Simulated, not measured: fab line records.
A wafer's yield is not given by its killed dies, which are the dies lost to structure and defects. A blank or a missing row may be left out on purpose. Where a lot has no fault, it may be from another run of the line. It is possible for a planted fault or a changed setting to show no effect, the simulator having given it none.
Matching of chambers | flow n5 finfet | rie diel-05 running N5_BEOL_M5_DESCUM_16: 4 sister chambers
The step chemistry O2, time 7 s. 4 wafers are shown with their chamber, then 12 later ones without.

EACH WAFER AND ITS CHAMBER
wafer  | chamber | drypump motor current A (A)
L088.5 | 0       | 5.8
L093.1 | 3       | 6.4
L093.3 | 1       | 5.3
L093.5 | 2       | 6.2

WAFERS WITH NO CHAMBER GIVEN
wafer  | drypump motor current A (A)
L096.1 | 6.4
L096.2 | 5.8
L096.3 | 5.4
L095.1 | 5.3
L095.2 | 6.4
L095.4 | 6.2
L094.1 | 5.8
L094.4 | 5.3
L094.5 | 6.4
L097.4 | 5.8
L097.5 | 5.3
L097.6 | 5.8

WHICH CHAMBER EACH WENT THROUGH
wafer  | from the rows above | in truth
L096.1 | 3                   | 3
L096.2 | 0                   | 0
L096.3 | 1                   | 1
L095.1 | 1                   | 1
L095.2 | 3                   | 3
L095.4 | 2                   | 2
L094.1 | 0                   | 0
L094.4 | 1                   | 1
L094.5 | 3                   | 3
L097.4 | 0                   | 0
L097.5 | 1                   | 1
L097.6 | 0                   | 0
Placed correctly: 12 of 12. Left unplaced by these rows: 0. Wrongly placed: 0.
How it was worked out, from the rows above alone: a wafer's distance from a chamber is the root of the sum, over the readings, of the square of ((its reading less the chamber's mean) divided by the reading's scatter). The wafer belongs to the nearest chamber; if the next one is less than 2 further off, it can't be placed. The mean given for a chamber averages the wafers shown for that chamber. The scatter: root of mean squared gap, hidden wafer to nearest shown wafer, with one shown wafer a chamber.
